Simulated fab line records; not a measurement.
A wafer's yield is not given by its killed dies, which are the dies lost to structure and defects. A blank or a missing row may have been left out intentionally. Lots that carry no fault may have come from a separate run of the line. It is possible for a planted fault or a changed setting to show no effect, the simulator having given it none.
Chamber matching :: flow nand harc :: pecvd-02 running NHARC_A_STAIRCASE_DEP_417: 3 sister chambers
The step deposits Si3N4, target thk 60 nm. 20 wafers are shown with their chamber, then 10 later ones without.

== WAFERS, EACH WITH ITS CHAMBER ==
wafer: L075.1
chamber: 2
heater power w (W): 702

wafer: L075.4
chamber: 2
heater power w (W): 705

wafer: L075.6
chamber: 1
heater power w (W): 667

wafer: L074.1
chamber: 0
heater power w (W): 662

wafer: L074.2
chamber: 2
heater power w (W): 806

wafer: L074.5
chamber: 2
heater power w (W): 813

wafer: L081.1
chamber: 2
heater power w (W): 716

wafer: L081.3
chamber: 1
heater power w (W): 767

wafer: L081.5
chamber: 0
heater power w (W): 684

wafer: L083.1
chamber: 2
heater power w (W): 759

wafer: L083.2
chamber: 1
heater power w (W): 647

wafer: L083.4
chamber: 2
heater power w (W): 741

wafer: L084.1
chamber: 2
heater power w (W): 758

wafer: L084.4
chamber: 1
heater power w (W): 713

wafer: L084.6
chamber: 2
heater power w (W): 738

wafer: L086.1
chamber: 2
heater power w (W): 767

wafer: L086.2
chamber: 1
heater power w (W): 784

wafer: L086.5
chamber: 2
heater power w (W): 792

wafer: L087.2
chamber: 2
heater power w (W): 719

wafer: L087.5
chamber: 2
heater power w (W): 739

SIGNATURES (averages over the wafers above)
reading: heater power w
chamber 0: 673.00
chamber 1: 715.60
chamber 2: 750.38
scatter within a chamber: 42.5
Rule: for each reading, subtract the chamber's mean from the wafer's reading, divide by that reading's scatter and square the result; add these up over the readings and take the root, which gives the wafer's distance from the chamber. The wafer belongs to the nearest chamber; if the next one is less than 2 further off, it can't be placed. How the scatter is found: for the shown wafers, subtract from each reading the mean of its chamber, square and add these, divide the total by (wafers less chambers), then take the root.

== WAFERS WHOSE CHAMBER IS MISSING ==
wafer: L087.6
heater power w (W): 613

wafer: L090.2
heater power w (W): 750

wafer: L090.5
heater power w (W): 616

wafer: L090.6
heater power w (W): 800

wafer: L091.1
heater power w (W): 677

wafer: L091.2
heater power w (W): 753

wafer: L091.3
heater power w (W): 805

wafer: L096.1
heater power w (W): 686

wafer: L096.4
heater power w (W): 672

wafer: L096.6
heater power w (W): 668

== WHICH CHAMBER EACH ONE RAN IN ==
wafer: L087.6
from the rows above: can't be placed: 0 or 1 or 2
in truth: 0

wafer: L090.2
from the rows above: can't be placed: 2 or 1 or 0
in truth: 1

wafer: L090.5
from the rows above: can't be placed: 0 or 1 or 2
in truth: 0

wafer: L090.6
from the rows above: can't be placed: 2 or 1 or 0
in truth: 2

wafer: L091.1
from the rows above: can't be placed: 0 or 1 or 2
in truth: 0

wafer: L091.2
from the rows above: can't be placed: 2 or 1 or 0
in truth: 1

wafer: L091.3
from the rows above: can't be placed: 2 or 1 or 0
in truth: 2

wafer: L096.1
from the rows above: can't be placed: 0 or 1 or 2
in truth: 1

wafer: L096.4
from the rows above: can't be placed: 0 or 1 or 2
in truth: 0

wafer: L096.6
from the rows above: can't be placed: 0 or 1 or 2
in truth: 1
Correct placement for 0 of the 10. These rows do not allow placing 10 (true chamber among the candidates in 10). Placed wrongly: 0.
